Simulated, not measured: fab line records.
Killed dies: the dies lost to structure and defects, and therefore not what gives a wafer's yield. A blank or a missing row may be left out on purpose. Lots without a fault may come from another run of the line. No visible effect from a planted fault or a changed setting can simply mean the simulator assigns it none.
fab line records	flow nandHarc
record: lots: 24	wafers: 72	lastDay: 34
route steps=1302 shown A_CONTACT@1081 A_BLC@1120 A_M0@1166
lots that met no fault: from a run of the same line without faults
startH: the number of hours between the record's first day and the start of the first shown wafer of the lot	waitH: how many hours have passed since the lot's step before this one	" repeats the value in the row above	L1.1+2: one row covering several wafers at once	- either no value or no given start	* or withheld: withheld	< > ~ a bound
route shown NAME@n: NAME is a module with steps in the file, n the number in the route of the first one	usual: mean and standard deviation over wafers with no fault	same: alike in all rows	chamber/n: place in a boat	sites: per-site readings	_std_site: the values' standard deviation	_edge_site: inner sites' mean taken away from outer sites' mean	radiusMm: for every site, how far away it sits from the centre of the wafer	mask NAME#n: copy n	behind: the most recent tool/chamber to have shaped the wafer	hold: why the lot went on hold/how many hours it stayed there/how the hold came to an end	device: transistor that didn't switch, given as n, p or np	end of line: tests of these same wafers at the route's end	for a step that has no rows: nothing shown but its recipe	killed: the dies lost at the first sort to structure and to defects; this is not the yield of the wafer	map: a wafer's dies, marking killed ones x, the rest . and places with no die _
set.NAME: the setting the step ran with; set.NAME@STEP: the setting that earlier step ran with	model.NAME: the simulator's own value behind a step, which no gauge read
one table for each step of the route and one row for each wafer, over a sample of lots
services: when a tool's chamber went out of use (startH, in hours from the record's first day, below 0 if earlier), for how many hours, and the reason
== steps ==
step: NHARC_A_CONTACT_DESCUM_13
recipe: timeS: 3	o2FlowSccm: 200	arFlowSccm: 0	biasPowerW: 0	chemistry: O2
usual: drypumpMotorCurrentA: 5.8/0.37	oesProductAu: 1.002/0.0072	rfVppV: 57.7/0.92	showerheadPlenumPTorr: 1.90/0.088	throttleValvePct: 11.312/0.0095
same: biasPowerW: 0	timeS: 3
lot.wafer	tool	chamber	startH	waitH	drypumpMotorCurrentA	oesProductAu	rfHoursCounterH	rfVppV	showerheadPlenumPTorr	throttleValvePct
L074.2	rieDiel-06	3	534.32	0.1	5.4	1.013	11	56.6	1.82	11.290
L074.3	"	0	"	"	6.5	1.007	13	59.9	1.96	11.313
L074.6	"	3	"	"	5.4	1.007	-	57.0	1.82	11.309
L075.3	rieDiel-06	0	536.28	0.1	6.5	1.008	13	58.0	1.96	11.313
L075.5	"	3	"	"	5.4	1.015	-	59.2	1.82	11.299
L075.6	"	0	"	"	6.5	1.005	-	57.7	1.96	11.325
L077.4	rieDiel-06	3	538.83	0.1	5.4	1.016	13	56.3	1.82	11.295
L077.6	"	0	"	"	6.5	1.010	-	58.2	1.96	11.303
L077.5	"	1	"	"	5.9	0.999	-	58.3	2.07	11.312
L076.3	rieDiel-06	2	540.38	0.1	5.3	0.998	18	57.4	1.81	11.314
L076.4	"	3	"	"	5.4	1.004	13	58.4	1.82	11.321
L076.2	"	0	"	"	6.5	1.001	14	58.7	1.96	11.298
L079.3	rieDiel-04	3	550.93	0.1	5.8	1.008	2	58.5	1.96	11.322
L079.1	"	0	"	"	5.8	1.006	1	58.1	1.84	11.306
L079.4	"	2	"	"	6.2	1.001	1	56.7	1.80	11.307
L078.2	rieDiel-06	2	554.19	0.1	5.3	1.002	25	57.5	1.81	11.313
L078.1	"	3	"	"	5.4	1.013	18	59.5	1.82	11.295
L078.3	"	0	"	"	6.5	1.007	20	58.2	1.96	11.307
L080.2	rieDiel-04	3	584.07	0.1	5.8	1.009	4	58.5	1.96	11.306
L080.4	"	0	"	"	5.8	0.999	4	56.8	1.84	11.318
L080.6	"	0	"	"	5.8	0.999	-	57.6	1.84	11.306
L081.2	rieDiel-04	1	585.79	0.1	5.7	1.010	4	57.9	1.94	11.317
L081.3	"	2	"	"	6.2	0.998	3	57.7	1.80	11.305
L081.5	"	2	"	"	6.2	0.998	-	57.3	1.80	11.320
L083.2	rieDiel-06	0	598.07	0.1	6.5	1.006	31	58.4	1.96	11.323
L083.4	"	2	"	"	5.3	1.007	37	56.3	1.81	11.317
L083.5	"	0	"	"	6.5	1.008	-	57.7	1.96	11.312
L082.2	rieDiel-06	3	604.06	0.1	5.3	1.005	31	57.3	1.82	11.308
L082.1	"	1	"	"	5.9	0.997	39	59.0	2.06	11.310
L082.5	"	3	"	"	5.4	1.004	-	58.0	1.82	11.320
L084.2	rieDiel-04	1	624.04	0.1	5.7	0.992	11	57.7	1.94	11.330
L084.4	"	2	"	"	6.2	0.994	11	59.0	1.79	11.310
L084.6	"	2	"	"	6.2	0.997	-	56.5	1.79	11.316
L086.4	rieDiel-13	3	630.52	0.1	6.3	1.005	22	59.0	1.96	11.315
L086.3	"	1	"	"	5.6	1.005	30	57.4	1.83	11.320
L086.6	"	3	"	"	6.3	1.013	-	57.8	1.96	11.320
L085.3	rieDiel-04	1	631.81	0.1	5.7	0.981	12	58.9	1.94	11.302
L085.2	"	3	"	"	5.8	0.992	12	57.8	1.96	11.295
L085.4	"	3	"	"	5.8	0.992	-	58.9	1.96	11.303
L089.1	rieDiel-04	3	672.11	0.1	5.8	0.999	20	56.8	1.96	11.319
L089.2	"	1	"	"	5.7	0.996	21	57.6	1.93	11.309
L089.6	"	2	"	"	6.2	1.004	-	58.1	1.79	11.323
L087.3	rieDiel-06	3	675.14	0.1	5.4	1.008	1	56.6	1.81	11.321
L087.4	"	0	"	"	6.5	1.011	0	56.8	1.95	11.322
L087.6	"	1	"	"	5.9	1.006	-	58.1	2.06	11.310
L090.3	rieDiel-04	1	677.60	0.1	5.7	0.998	23	58.6	1.93	11.320
L090.2	"	3	"	"	5.7	1.005	21	57.8	1.96	11.320
L090.5	"	2	"	"	6.2	1.006	-	56.8	1.79	11.321
L091.3	rieDiel-06	1	677.77	0.1	6.0	0.999	1	58.3	2.06	11.322
L091.4	"	2	"	"	5.3	0.995	1	57.2	1.80	11.324
L091.6	"	3	"	"	5.4	1.004	-	57.2	1.81	11.296
L088.3	rieDiel-13	2	679.22	0.1	6.2	1.000	50	58.6	1.94	11.317
L088.4	"	0	"	"	5.4	1.006	49	57.5	2.04	11.331
L088.6	"	1	"	"	5.7	0.995	-	56.7	1.82	11.301
L093.4	rieDiel-04	0	699.69	0.1	5.8	1.009	25	57.1	1.84	11.325
L093.5	"	3	"	"	5.8	1.000	-	57.6	1.96	11.315
L093.6	"	0	"	"	5.8	1.001	-	56.6	1.84	11.323
L092.4	rieDiel-06	0	710.88	0.3	6.5	1.004	11	58.2	1.95	11.302
L092.5	"	1	"	"	5.9	1.007	-	57.4	2.05	11.310
L092.6	"	2	"	"	5.3	0.991	-	58.3	1.80	11.303
L097.2	rieDiel-04	1	746.92	0.1	5.7	0.983	3	57.7	1.93	11.306
L097.1	"	2	"	"	6.2	1.005	3	57.5	1.79	11.309
L097.5	"	0	"	"	5.8	0.991	-	57.5	1.84	11.306
L095.2	rieDiel-04	2	748.78	0.1	6.2	1.005	4	56.3	1.79	11.329
L095.5	"	0	"	"	5.8	0.996	-	55.8	1.84	11.311
L095.6	"	1	"	"	5.7	0.999	-	57.9	1.93	11.299
L094.4	rieDiel-13	0	751.84	0.1	5.4	1.000	12	59.1	2.03	11.292
L094.1	"	1	"	"	5.6	0.993	10	58.3	1.82	11.318
L094.2	"	2	"	"	6.2	0.987	12	58.0	1.93	11.317
L096.2	rieDiel-04	3	755.18	0.1	5.8	0.998	5	57.8	1.96	11.312
L096.3	"	0	"	"	5.8	0.984	5	58.1	1.84	11.305
L096.5	"	3	"	"	5.8	0.998	-	56.7	1.96	11.314
step: NHARC_A_CONTACT_ETCH_98
recipe: targetDepthA: 200	overEtchFrac: 0.5	timeS: 10	ionEnergyEv: 250	c4f6FlowSccm: 25	o2FlowSccm: 20	arFlowSccm: 500	rfW: 600	biasW: 500	chemistry: C4F6/O2
usual: drypumpMotorCurrentA: 5.9/0.35	oesProductAu: 0.972/0.025	rfVppV: 547/3.4	showerheadPlenumPTorr: 3.92/0.16	throttleValvePct: 26.903/0.0086
same: timeS: 10
lot.wafer	tool	chamber	startH	waitH	drypumpMotorCurrentA	oesProductAu	rfHoursCounterH	rfVppV	showerheadPlenumPTorr	throttleValvePct
L074.3	rieDiel-06	3	-	-	5.4	0.957	13	544	3.76	26.905
L074.2	"	1	"	"	5.9	0.960	17	553	4.22	26.908
L074.6	"	3	"	"	5.4	0.946	-	542	3.76	26.912
L075.3	rieDiel-06	1	-	-	6.0	0.961	17	552	4.22	26.906
L075.6	"	2	"	"	5.4	0.960	-	541	3.74	26.911
L075.5	"	3	"	"	5.4	0.954	-	544	3.76	26.908
L077.4	rieDiel-04	2	-	-	6.2	0.994	0	542	3.71	26.910
L077.6	"	2	"	"	6.2	0.994	-	541	3.71	26.883
L077.5	"	3	"	"	5.8	0.999	-	550	4.02	26.917
L076.4	rieDiel-04	1	-	-	5.7	0.997	0	547	3.97	26.907
L076.2	"	3	"	"	5.8	1.010	0	550	4.02	26.885
L076.3	"	0	"	"	5.8	1.002	0	545	3.80	26.899
L079.4	rieDiel-13	3	-	-	6.3	1.003	3	549	4.02	26.896
L079.1	"	0	"	"	5.5	0.990	12	552	4.18	26.912
L079.3	"	1	"	"	5.6	1.005	12	543	3.77	26.909
L078.2	rieDiel-04	3	-	-	5.8	1.009	3	550	4.02	26.907
L078.3	"	0	"	"	5.8	0.998	2	544	3.79	26.905
L078.1	"	2	"	"	6.2	0.994	2	542	3.71	26.903
L080.2	rieDiel-04	0	-	-	5.9	0.946	6	544	3.79	26.901
L080.4	"	2	"	"	6.3	0.952	4	542	3.71	26.899
L080.6	"	3	"	"	5.8	0.937	-	550	4.02	26.905
L081.2	rieDiel-13	1	-	-	5.6	0.976	23	543	3.76	26.903
L081.3	"	3	"	"	6.3	0.954	12	549	4.02	26.903
L081.5	"	0	"	"	5.4	0.962	-	552	4.17	26.911
L083.4	rieDiel-13	2	-	-	6.3	0.947	26	548	3.99	26.901
L083.2	"	3	"	"	6.3	0.928	16	548	4.02	26.897
L083.5	"	1	"	"	5.7	0.945	-	544	3.76	26.914
L082.1	rieDiel-13	0	-	-	5.4	1.001	26	552	4.17	26.892
L082.2	"	1	"	"	5.6	0.991	27	544	3.76	26.908
L082.5	"	1	"	"	5.6	1.001	-	544	3.76	26.906
L084.4	rieDiel-06	3	-	-	5.4	0.970	34	543	3.74	26.903
L084.2	"	1	"	"	6.0	0.945	43	553	4.20	26.914
L084.6	"	3	"	"	5.4	0.962	-	544	3.74	26.909
L086.3	rieDiel-13	2	-	-	6.2	0.951	30	548	3.98	26.890
L086.4	"	0	"	"	5.4	0.955	33	553	4.16	26.907
L086.6	"	2	"	"	6.3	0.954	-	549	3.98	26.893
L085.2	rieDiel-13	2	-	-	6.3	0.988	30	549	3.98	26.906
L085.3	"	0	"	"	5.4	1.006	33	553	4.17	26.893
L085.4	"	1	"	"	5.6	1.002	31	545	3.76	26.901
L089.2	rieDiel-13	0	-	-	5.4	1.006	48	552	4.15	26.916
L089.1	"	3	"	"	6.3	1.013	40	549	4.00	26.917
L089.6	"	0	"	"	5.4	1.001	-	552	4.16	26.890
L087.4	rieDiel-04	2	-	-	6.2	0.976	17	542	3.70	26.898
L087.3	"	3	"	"	5.8	0.974	21	549	4.01	26.899
L087.6	"	1	"	"	5.7	0.965	-	547	3.96	26.905
L090.2	rieDiel-04	1	680.80	0.1	5.7	0.951	24	548	3.96	26.925
L090.3	"	3	"	"	5.8	0.943	22	549	4.01	26.911
L090.5	"	1	"	"	5.7	0.951	-	548	3.96	26.905
L091.3	rieDiel-13	0	-	-	5.4	0.957	50	552	4.15	26.917
L091.4	"	1	"	"	5.6	0.933	49	544	3.75	26.899
L091.6	"	0	"	"	5.4	0.943	-	552	4.15	26.903
L088.3	rieDiel-04	1	682.35	0.1	5.7	0.955	24	548	3.96	26.894
L088.4	"	3	"	"	5.8	0.956	-	549	4.01	26.897
L088.6	"	2	"	"	6.2	0.954	-	541	3.70	26.897
L093.4	rieDiel-06	3	-	-	5.4	1.008	10	544	3.73	26.896
L093.6	"	2	"	"	5.3	1.003	-	543	3.71	26.911
L093.5	"	3	"	"	5.4	0.998	-	543	3.73	26.887
L092.4	rieDiel-13	0	-	-	5.5	0.998	3	553	4.15	26.888
L092.6	"	1	"	"	5.6	0.993	-	541	3.75	26.904
L092.5	"	2	"	"	6.3	0.998	-	548	3.97	26.904
L097.1	rieDiel-13	3	-	-	6.3	0.942	13	546	3.99	26.895
L097.2	"	0	"	"	5.4	0.945	12	551	4.15	26.909
L097.5	"	2	"	"	6.2	0.921	-	549	3.96	26.910
L095.2	rieDiel-13	1	-	-	5.6	0.995	10	542	3.74	26.902
L095.6	"	2	"	"	6.2	0.995	-	546	3.96	26.893
L095.5	"	3	"	"	6.3	1.015	-	546	3.99	26.895
L094.4	rieDiel-04	1	-	-	5.7	0.949	5	548	3.96	26.903
L094.1	"	3	"	"	5.8	0.953	5	548	4.00	26.899
L094.2	"	0	"	"	5.8	0.928	5	544	3.78	26.907
L096.2	rieDiel-04	0	-	-	5.8	0.963	5	545	3.78	26.891
L096.3	"	2	"	"	6.2	0.949	6	543	3.69	26.894
L096.5	"	1	"	"	5.7	0.953	-	547	3.95	26.899
step: NHARC_A_BLC_DESCUM_15
recipe: timeS: 3	o2FlowSccm: 200	arFlowSccm: 0	biasPowerW: 0	chemistry: O2
usual: drypumpMotorCurrentA: 5.8/0.44	oesProductAu: 0.997/0.0082	rfVppV: 57.7/0.86	showerheadPlenumPTorr: 1.88/0.059	throttleValvePct: 11.312/0.0094
same: biasPowerW: 0	timeS: 3
lot.wafer	tool	chamber	startH	waitH	drypumpMotorCurrentA	oesProductAu	rfHoursCounterH	rfVppV	showerheadPlenumPTorr	throttleValvePct
L074.2	rieDiel-09	2	540.70	0.1	6.3	0.995	3	56.9	1.80	11.298
L074.3	"	3	"	"	5.7	0.999	3	57.0	1.81	11.288
L074.6	"	3	"	"	5.7	0.994	-	56.1	1.81	11.311
L075.3	rieDiel-09	3	542.66	0.1	5.7	0.997	4	56.8	1.81	11.329
L075.6	"	3	"	"	5.7	1.010	-	56.6	1.81	11.316
L075.5	"	0	"	"	5.4	0.995	-	56.8	1.92	11.325
L077.4	rieDiel-07	1	545.01	0.1	6.5	0.984	2	57.7	1.89	11.291
L077.5	"	0	"	"	5.7	1.004	-	57.2	1.88	11.309
L077.6	"	1	"	"	6.5	0.993	-	58.1	1.89	11.317
L076.3	rieDiel-07	3	547.30	0.1	5.3	0.989	3	57.1	1.85	11.311
L076.4	"	0	"	"	5.7	1.016	3	56.8	1.88	11.326
L076.2	"	1	"	"	6.5	0.996	3	57.4	1.89	11.292
L079.1	rieDiel-01	1	557.13	0.1	5.6	0.993	50	55.8	1.77	11.318
L079.3	"	2	"	"	5.8	0.988	48	59.7	2.01	11.296
L079.4	"	3	"	"	6.6	0.997	50	57.8	1.83	11.308
L078.3	rieDiel-07	0	560.48	0.1	5.7	1.014	3	57.2	1.88	11.311
L078.1	"	1	"	"	6.4	0.994	4	57.3	1.89	11.303
L078.2	"	3	"	"	5.3	1.006	4	57.1	1.85	11.303
L080.4	rieDiel-09	0	590.76	0.1	5.5	1.011	6	58.5	1.92	11.300
L080.2	"	2	"	"	6.3	1.006	8	57.4	1.80	11.303
L080.6	"	3	"	"	5.7	1.019	-	58.4	1.81	11.307
L081.3	rieDiel-09	3	592.13	0.1	5.7	1.002	9	57.6	1.81	11.325
L081.2	"	0	"	"	5.5	1.001	6	58.5	1.92	11.319
L081.5	"	2	"	"	6.3	1.002	-	56.0	1.80	11.311
L083.4	rieDiel-07	0	604.45	0.1	5.7	0.985	6	56.8	1.88	11.328
L083.2	"	2	"	"	5.4	0.986	7	59.1	1.93	11.311
L083.5	"	1	"	"	6.5	0.989	-	57.5	1.89	11.313
L082.2	rieDiel-07	0	610.26	0.1	5.7	0.996	6	58.1	1.88	11.307
L082.1	"	2	"	"	5.4	0.982	7	58.0	1.93	11.322
L082.5	"	0	"	"	5.7	0.996	-	57.1	1.88	11.305
L084.4	rieDiel-07	2	630.37	0.1	5.4	0.995	8	59.2	1.93	11.309
L084.2	"	3	"	"	5.3	0.990	8	57.7	1.85	11.310
L084.6	"	1	"	"	6.5	0.996	-	59.1	1.89	11.313
L086.3	rieDiel-07	1	636.98	0.1	6.5	0.995	8	58.4	1.89	11.313
L086.4	"	2	"	"	5.4	0.983	9	57.4	1.93	11.309
L086.6	"	3	"	"	5.3	0.994	-	57.2	1.85	11.321
L085.4	rieDiel-07	0	638.45	0.1	5.7	1.014	9	57.1	1.88	11.318
L085.3	"	1	"	"	6.5	0.999	9	58.8	1.89	11.318
L085.2	"	3	"	"	5.3	0.994	10	57.6	1.85	11.305
L089.1	rieDiel-07	1	678.39	0.1	6.5	0.977	1	57.7	1.88	11.319
L089.2	"	2	"	"	5.4	0.984	1	56.6	1.93	11.313
L089.6	"	1	"	"	6.4	0.989	-	56.2	1.89	11.311
L087.4	rieDiel-07	2	681.51	0.1	5.4	0.989	2	57.2	1.93	11.317
L087.3	"	3	"	"	5.3	0.983	2	57.4	1.85	11.309
L087.6	"	3	"	"	5.3	0.986	-	56.3	1.85	11.315
L091.3	rieDiel-09	1	684.10	0.1	6.2	1.001	0	57.5	1.95	11.301
L091.6	"	2	"	"	6.3	0.997	-	57.6	1.80	11.310
L091.4	"	1	"	"	6.2	0.994	-	58.9	1.95	11.312
L090.2	rieDiel-07	1	684.22	0.1	6.5	0.991	2	56.9	1.88	11.328
L090.3	"	3	"	"	5.3	0.985	2	57.9	1.85	11.317
L090.5	"	1	"	"	6.4	0.987	-	56.3	1.89	11.318
L088.4	rieDiel-01	0	685.55	0.1	5.3	0.994	36	58.2	2.03	11.311
L088.3	"	1	"	"	5.6	1.007	34	58.8	2.06	11.306
L088.6	"	0	"	"	5.3	1.006	-	57.2	2.03	11.311
L093.5	rieDiel-07	1	706.80	0.1	6.4	1.000	-	56.7	1.88	11.320
L093.4	"	2	"	"	5.4	1.003	-	58.7	1.93	11.300
L093.6	"	0	"	"	5.7	1.012	-	57.4	1.87	11.308
L092.5	rieDiel-09	1	717.86	0.1	6.2	0.992	-	58.2	1.94	11.317
L092.4	"	2	"	"	6.3	1.002	-	57.1	1.80	11.313
L092.6	"	3	"	"	5.7	0.997	-	57.9	1.80	11.296
L097.2	rieDiel-07	3	753.42	0.1	5.3	0.988	4	58.2	1.85	11.313
L097.1	"	0	"	"	5.7	1.007	5	57.8	1.87	11.312
L097.5	"	2	"	"	5.4	0.998	-	58.1	1.92	11.319
L095.2	rieDiel-09	1	755.07	0.1	6.3	1.004	7	59.7	1.94	11.310
L095.6	"	0	"	"	5.5	0.999	-	58.1	1.91	11.308
L095.5	"	1	"	"	6.3	0.997	-	58.3	1.94	11.326
L094.1	rieDiel-09	1	758.22	0.1	6.2	1.002	7	58.3	1.94	11.298
L094.4	"	2	"	"	6.3	1.003	7	56.4	1.80	11.303
L094.2	"	3	"	"	5.7	0.999	8	58.7	1.80	11.302
L096.2	rieDiel-07	2	761.50	0.1	5.4	1.002	6	57.4	1.92	11.297
L096.3	"	0	"	"	5.7	0.998	6	57.1	1.87	11.313
L096.5	"	2	"	"	5.4	1.007	-	58.5	1.92	11.298
step: NHARC_A_BLC_DEGAS_30
recipe: tempC: 300	timeS: 60
usual: heaterPowerW: 444/24
same: timeS: 60
lot.wafer	tool	chamber	startH	waitH	heaterPowerW
L074.3	pvdSputter-02	-	542.26	-	474
L074.2	"	-	"	"	453
L074.6	"	-	"	"	478
L075.3	pvdSputter-01	-	544.28	-	437
L075.5	"	-	"	"	463
L075.6	"	-	"	"	404
L077.4	pvdSputter-01	-	546.60	-	420
L077.5	"	-	"	"	446
L077.6	"	-	"	"	430
L076.4	pvdSputter-01	-	548.87	-	462
L076.3	"	-	"	"	435
L076.2	"	-	"	"	434
L079.3	pvdSputter-01	-	558.79	-	466
L079.4	"	-	"	"	406
L079.1	"	-	"	"	437
L078.3	pvdSputter-01	-	562.07	-	410
L078.1	"	-	"	"	435
L078.2	"	-	"	"	422
L080.2	pvdSputter-03	-	592.35	-	405
L080.4	"	-	"	"	461
L080.6	"	-	"	"	428
L081.3	pvdSputter-01	-	593.71	-	430
L081.2	"	-	"	"	441
L081.5	"	-	"	"	432
L083.2	pvdSputter-02	-	606.02	-	483
L083.4	"	-	"	"	453
L083.5	"	-	"	"	471
L082.1	pvdSputter-02	-	611.83	-	451
L082.2	"	-	"	"	474
L082.5	"	-	"	"	439
L084.4	pvdSputter-01	-	631.93	-	454
L084.2	"	-	"	"	427
L084.6	"	-	"	"	457
L086.3	pvdSputter-03	-	638.54	-	473
L086.4	"	-	"	"	405
L086.6	"	-	"	"	416
L085.4	pvdSputter-03	-	640.02	-	463
L085.2	"	-	"	"	493
L085.3	"	-	"	"	395
L089.2	pvdSputter-01	-	679.96	-	443
L089.1	"	-	"	"	436
L089.6	"	-	"	"	433
L087.3	pvdSputter-01	-	683.12	-	424
L087.4	"	-	"	"	460
L087.6	"	-	"	"	424
L090.2	pvdSputter-03	-	685.80	-	467
L090.3	"	-	"	"	482
L090.5	"	-	"	"	431
L091.3	pvdSputter-02	-	685.88	-	482
L091.4	"	-	"	"	457
L091.6	"	-	"	"	453
L088.4	pvdSputter-01	-	687.15	-	449
L088.3	"	-	"	"	414
L088.6	"	-	"	"	444
L093.4	pvdSputter-01	-	708.91	-	455
L093.6	"	-	"	"	419
L093.5	"	-	"	"	462
L092.4	pvdSputter-01	-	719.59	-	438
L092.5	"	-	"	"	423
L092.6	"	-	"	"	458
L097.1	pvdSputter-02	-	755.12	-	441
L097.2	"	-	"	"	485
L097.5	"	-	"	"	438
L095.2	pvdSputter-03	-	756.65	-	413
L095.5	"	-	"	"	489
L095.6	"	-	"	"	406
L094.1	pvdSputter-03	-	759.78	-	465
L094.4	"	-	"	"	469
L094.2	"	-	"	"	405
L096.3	pvdSputter-03	-	763.06	-	458
L096.2	"	-	"	"	420
L096.5	"	-	"	"	408
step: NHARC_A_BLC_PVD_32
recipe: targetThkA: 50	chamberPressurePa: 5	powerW: 5000	substrateTempC: 200	timeS: 17.7	material: Ti
usual: chamberPressurePa: 5.000/0.0096	throttleValvePct: 29.6/1
same: timeS: 17.7
lot.wafer	tool	chamber	startH	waitH	chamberPressurePa	throttleValvePct
L074.2	pvdSputter-02	-	-	-	5.002	31.3
L074.3	"	-	"	"	5.008	29.5
L074.6	"	-	"	"	5.001	29.7
L075.3	pvdSputter-01	-	-	-	4.996	28.9
L075.5	"	-	"	"	4.993	29.3
L075.6	"	-	"	"	5.005	29.1
L077.4	pvdSputter-01	-	-	-	5.000	29.2
L077.6	"	-	"	"	5.005	29.3
L077.5	"	-	"	"	5.004	29.0
L076.2	pvdSputter-01	-	-	-	4.997	29.1
L076.4	"	-	"	"	5.010	28.8
L076.3	"	-	"	"	5.005	30.4
L079.4	pvdSputter-01	-	-	-	5.002	30.4
L079.3	"	-	"	"	5.003	28.1
L079.1	"	-	"	"	5.011	29.3
L078.1	pvdSputter-01	-	-	-	5.000	28.1
L078.2	"	-	"	"	4.994	28.9
L078.3	"	-	"	"	5.017	30.3
L080.2	pvdSputter-03	-	-	-	5.011	31.2
L080.4	"	-	"	"	5.000	29.9
L080.6	"	-	"	"	5.001	28.9
L081.2	pvdSputter-01	-	-	-	4.988	31.4
L081.3	"	-	"	"	5.001	28.4
L081.5	"	-	"	"	4.995	28.6
L083.4	pvdSputter-02	-	-	-	5.009	30.9
L083.2	"	-	"	"	5.005	29.5
L083.5	"	-	"	"	4.996	29.9
L082.1	pvdSputter-02	-	-	-	5.000	31.2
L082.2	"	-	"	"	4.998	29.9
L082.5	"	-	"	"	4.996	29.7
L084.4	pvdSputter-01	-	-	-	4.995	28.3
L084.2	"	-	"	"	5.002	29.6
L084.6	"	-	"	"	4.988	29.6
L086.3	pvdSputter-03	-	-	-	5.011	31.5
L086.4	"	-	"	"	4.992	29.2
L086.6	"	-	"	"	5.007	31.6
L085.3	pvdSputter-03	-	-	-	4.999	31.5
L085.2	"	-	"	"	5.006	30.0
L085.4	"	-	"	"	5.018	29.0
L089.2	pvdSputter-01	-	-	-	4.998	31.5
L089.1	"	-	"	"	4.997	28.3
L089.6	"	-	"	"	4.999	31.3
L087.4	pvdSputter-01	-	-	-	4.992	28.5
L087.3	"	-	"	"	4.984	31.6
L087.6	"	-	"	"	5.013	29.5
L090.3	pvdSputter-03	-	-	-	4.998	31.8
L090.2	"	-	"	"	4.991	29.7
L090.5	"	-	"	"	5.002	28.9
L091.4	pvdSputter-02	-	-	-	5.004	30.9
L091.3	"	-	"	"	4.994	30.4
L091.6	"	-	"	"	5.005	30.9
L088.3	pvdSputter-01	-	-	-	5.002	28.0
L088.4	"	-	"	"	5.011	31.4
L088.6	"	-	"	"	5.004	28.2
L093.4	pvdSputter-01	-	-	-	4.999	28.7
L093.5	"	-	"	"	4.987	29.7
L093.6	"	-	"	"	5.021	28.8
L092.4	pvdSputter-01	-	-	-	5.019	31.5
L092.5	"	-	"	"	5.002	31.5
L092.6	"	-	"	"	5.000	28.1
L097.1	pvdSputter-02	-	-	-	4.980	29.7
L097.2	"	-	"	"	5.009	30.4
L097.5	"	-	"	"	5.000	30.8
L095.2	pvdSputter-03	-	-	-	4.995	28.8
L095.5	"	-	"	"	4.990	28.9
L095.6	"	-	"	"	5.019	28.6
L094.1	pvdSputter-03	-	-	-	5.008	29.9
L094.2	"	-	"	"	5.005	29.1
L094.4	"	-	"	"	4.976	28.6
L096.3	pvdSputter-03	-	-	-	4.986	29.0
L096.2	"	-	"	"	5.004	28.5
L096.5	"	-	"	"	4.993	29.9
step: NHARC_A_M0_INSPECT_27
usual: rawDefectCount: 556/140
lot.wafer	tool	chamber	startH	waitH	rawDefectCount
L074.2	defectInspect-01	-	547.10	0.0	635
L074.3	"	-	"	"	549
L074.6	"	-	"	"	503
L075.3	defectInspect-01	-	549.28	0.0	487
L075.5	"	-	"	"	461
L075.6	"	-	"	"	415
L077.4	defectInspect-01	-	552.00	0.0	562
L077.5	"	-	"	"	683
L077.6	"	-	"	"	506
L076.2	defectInspect-01	-	553.85	0.0	572
L076.3	"	-	"	"	510
L076.4	"	-	"	"	689
L079.1	defectInspect-01	-	578.16	0.0	666
L079.3	"	-	"	"	467
L079.4	"	-	"	"	516
L078.1	defectInspect-01	-	579.12	0.0	546
L078.2	"	-	"	"	503
L078.3	"	-	"	"	412
L080.2	defectInspect-02	-	597.31	0.0	521
L080.4	"	-	"	"	476
L080.6	"	-	"	"	710
L081.2	defectInspect-02	-	598.68	0.0	528
L081.3	"	-	"	"	838
L081.5	"	-	"	"	687
L083.2	defectInspect-02	-	611.02	0.0	578
L083.4	"	-	"	"	661
L083.5	"	-	"	"	516
L082.1	defectInspect-02	-	616.65	0.0	371
L082.2	"	-	"	"	352
L082.5	"	-	"	"	444
L084.2	defectInspect-01	-	636.97	0.0	657
L084.4	"	-	"	"	599
L084.6	"	-	"	"	728
L086.3	defectInspect-01	-	643.47	0.0	576
L086.4	"	-	"	"	585
L086.6	"	-	"	"	923
L085.2	defectInspect-02	-	645.06	0.0	632
L085.3	"	-	"	"	654
L085.4	"	-	"	"	772
L089.1	defectInspect-02	-	684.88	0.0	513
L089.2	"	-	"	"	542
L089.6	"	-	"	"	536
L087.3	defectInspect-02	-	688.12	0.0	797
L087.4	"	-	"	"	706
L087.6	"	-	"	"	553
L090.2	defectInspect-02	-	690.77	0.0	499
L090.3	"	-	"	"	613
L090.5	"	-	"	"	484
L091.3	defectInspect-01	-	691.12	0.0	610
L091.4	"	-	"	"	575
L091.6	"	-	"	"	934
L088.3	defectInspect-02	-	692.12	0.0	462
L088.4	"	-	"	"	429
L088.6	"	-	"	"	405
L093.4	defectInspect-02	-	713.84	0.0	386
L093.5	"	-	"	"	384
L093.6	"	-	"	"	457
L092.4	defectInspect-01	-	724.76	0.0	907
L092.5	"	-	"	"	449
L092.6	"	-	"	"	648
L097.1	defectInspect-01	-	760.06	0.0	413
L097.2	"	-	"	"	383
L097.5	"	-	"	"	388
L095.2	defectInspect-01	-	761.49	0.0	627
L095.5	"	-	"	"	540
L095.6	"	-	"	"	602
L094.1	defectInspect-02	-	764.81	0.0	485
L094.2	"	-	"	"	477
L094.4	"	-	"	"	547
L096.2	defectInspect-01	-	768.04	0.0	644
L096.3	"	-	"	"	699
L096.5	"	-	"	"	675
== services ==
tool	chamber	startH	hours	kind
rieDiel-07	-	511.40	1.1	repair
rieDiel-13	-	519.00	9.0	pm
rieDiel-13	3	528.26	14.9	repair
rieDiel-04	-	532.65	9.0	pm
pvdSputter-03	-	552.72	10.0	pm
pvdSputter-02	-	555.69	6.9	repair
pvdSputter-03	-	579.53	1.3	repair
pvdSputter-01	-	583.37	10.0	pm
pvdSputter-02	-	597.37	1.4	repair
pvdSputter-03	-	617.95	0.5	repair
rieDiel-04	2	628.00	28.6	repair
rieDiel-04	3	639.10	1.6	repair
rieDiel-06	0	640.55	9.3	repair
rieDiel-07	1	646.94	6.9	repair
rieDiel-07	-	649.85	9.0	pm
rieDiel-06	-	663.29	9.0	pm
rieDiel-07	3	685.42	21.7	repair
rieDiel-13	-	696.12	9.0	pm
rieDiel-04	-	709.65	9.0	pm
rieDiel-06	1	723.40	11.9	repair
pvdSputter-03	-	730.72	10.0	pm
pvdSputter-03	-	742.65	1.7	repair
rieDiel-13	-	743.94	0.9	repair
pvdSputter-01	-	761.37	10.0	pm
== key ==
fault none
